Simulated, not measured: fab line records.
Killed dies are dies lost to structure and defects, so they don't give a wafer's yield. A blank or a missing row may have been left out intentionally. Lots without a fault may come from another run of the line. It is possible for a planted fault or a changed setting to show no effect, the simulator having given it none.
Which tool is to blame? + flow nand_harc + 14 lots (42 wafers sampled), 1 step of a 1302-step route

== WHAT THE GAUGES READ, wafer by wafer ==
NHARC_P_GATE_CD_MEAS_91: the cd target is 2000 nm.
| lot  | measured     | on        | cd_nm (nm)           |
|------|--------------|-----------|----------------------|
| L194 | day 5 15:13  | cd_sem-03 | 2002.3 2003.6 2001.0 |
| L195 | day 6 04:20  | cd_sem-02 | 2002.8 1999.0 1999.4 |
| L196 | day 6 07:25  | cd_sem-03 | 2000.2 1998.9 1999.5 |
| L197 | day 7 01:45  | cd_sem-02 | 2002.9 2002.1 2003.2 |
| L200 | day 8 04:35  | cd_sem-01 | 2000.2 2002.5 2002.9 |
| L201 | day 8 11:12  | cd_sem-02 | 2000.6 2001.0 2002.9 |
| L202 | day 9 05:08  | cd_sem-01 | 2000.7 1998.1 1998.4 |
| L203 | day 9 10:37  | cd_sem-01 | 1999.1 2001.1 2001.0 |
| L204 | day 9 18:12  | cd_sem-01 | 1999.4 2002.7 1999.3 |
| L205 | day 10 07:28 | cd_sem-03 | 2001.4 2000.1 2000.0 |
| L207 | day 11 02:58 | cd_sem-01 | 1999.3 1999.8 2001.2 |
| L215 | day 15 05:35 | cd_sem-02 | 1998.1 1998.5 2000.7 |
| L216 | day 15 07:21 | cd_sem-03 | 2002.3 2001.1 2000.5 |
| L217 | day 15 15:58 | cd_sem-01 | 2001.5 2002.9 2000.7 |

== WHICH TOOL RAN EACH LOT (tool, then ch and the chambers of the sampled wafers, then the start) ==
The record shows no process step preceding these readings.

== AS READ BY THE TOOLS THEMSELVES (means over the sampled wafers that have a number; for cases with no such wafer, the mark the record gives instead) ==
The record holds no such reading with a usual standard deviation.

== THE ANSWER, worked out from the rows above alone ==
Rule: the usual values come from the lots themselves. Put in order of their means at a reading, lots are off if they are a third of the lots or fewer, leave a main group of 4 or more, and stand apart from it by a gap of 3 or more times the standard deviation of the main group's means; of several such gaps the widest counts. The tables above print the reading to a certain number of digits; a main group whose means all agree to those digits is not used. Also off: a lot with no number at a reading for which 4 or more lots have one. Where the step has rows for the other lots, those lots are counted as sound. Order of review: gauges by route order, followed by the tools' own readings, for which a lot's mean as printed above is used. At the first step where some lot is off, the reading lying furthest off is the one used; lots without a number count as furthest.
Nothing can be told from this: no lot is off at any reading shown.

== WHAT THE SIMULATOR PUT IN ==
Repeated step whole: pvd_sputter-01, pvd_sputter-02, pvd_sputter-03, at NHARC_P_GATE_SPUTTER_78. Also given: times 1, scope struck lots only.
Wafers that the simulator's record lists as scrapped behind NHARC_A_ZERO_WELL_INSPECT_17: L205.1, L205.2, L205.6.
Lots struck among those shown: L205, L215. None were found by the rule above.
